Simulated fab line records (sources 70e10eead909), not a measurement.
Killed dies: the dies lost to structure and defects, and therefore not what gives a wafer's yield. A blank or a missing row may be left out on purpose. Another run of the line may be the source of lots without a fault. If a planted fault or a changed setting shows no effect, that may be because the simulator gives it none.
The same fault as seen by 2 desks    flow nand harc    each desk holds nothing but its own numbers, with what lay behind them at the end

== METROLOGY DESK ==
What the gauges read for every lot (on any tool): the sampled wafers with a number, averaged. If a lot's mean is further than 4 standard deviations from the usual mean, the lot is out of limits and carries the mark OUT (the distance appears in the brackets).
Columns: A = thk nm at NHARC_A_SGD_CUT_THK_MEAS_22, usual 148.4 nm
lot   first seen here  A
L718  day 19 07:55     148.4
L719  day 19 23:11     147.8
L720  day 19 23:11     148.4
L721  day 19 23:19     148.4
L722  day 20 18:56     147.8
L723  day 21 02:14     148.0
L724  day 21 19:53     149.5
L727  day 23 11:19     149.8
L728  day 23 16:53     147.8
L729  day 24 03:04     148.0
L737  day 27 09:38     127.2 (-15) OUT
L741  day 29 06:41     147.4
This desk finds L737 out of limits, L737 being first, at day 27 09:38 (thk nm at NHARC_A_SGD_CUT_THK_MEAS_22). In limits: L718, L719, L720, L721, L722, L723, L724, L727, L728, L729, L741.

== THE DEFECT DESK ==
What the inspections along the route counted, lot by lot: means of the sampled wafers that have a number. If a lot's mean is further than 4 standard deviations from the usual mean, the lot is out of limits and carries the mark OUT (the distance appears in the brackets).
Columns: A = raw defect count at NHARC_A_SGD_CUT_INSPECT_25, usual 409
lot   first seen here  A
L718  day 19 08:23     512
L720  day 19 23:40     421
L719  day 19 23:46     408
L721  day 19 23:50     518
L722  day 20 19:24     419
L723  day 21 02:41     334
L724  day 21 20:21     469
L727  day 23 11:47     343
L728  day 23 17:22     470
L729  day 24 03:32     397
L737  day 27 10:07     339
L741  day 29 07:10     485
Finding of this desk: none of the 12 lots has anything out of limits.

== PUT TOGETHER ==
On L737, the metrology desk was in a position to raise an alarm at day 27 09:38.
Nothing out of limits was seen by the defect desk.
The defect desk has L737 on record, within its limits.
Every lot named ran NHARC_A_SGD_CUT_DEP_20 on fcvd-02.

== WHAT THE SIMULATOR HAD PUT IN ==
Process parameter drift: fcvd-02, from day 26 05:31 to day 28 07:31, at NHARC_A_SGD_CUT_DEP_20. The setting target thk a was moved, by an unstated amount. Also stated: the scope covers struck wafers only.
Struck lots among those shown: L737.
Time in hours between the start of the fault and the first out-of-limits reading at each desk: metrology desk, 28.
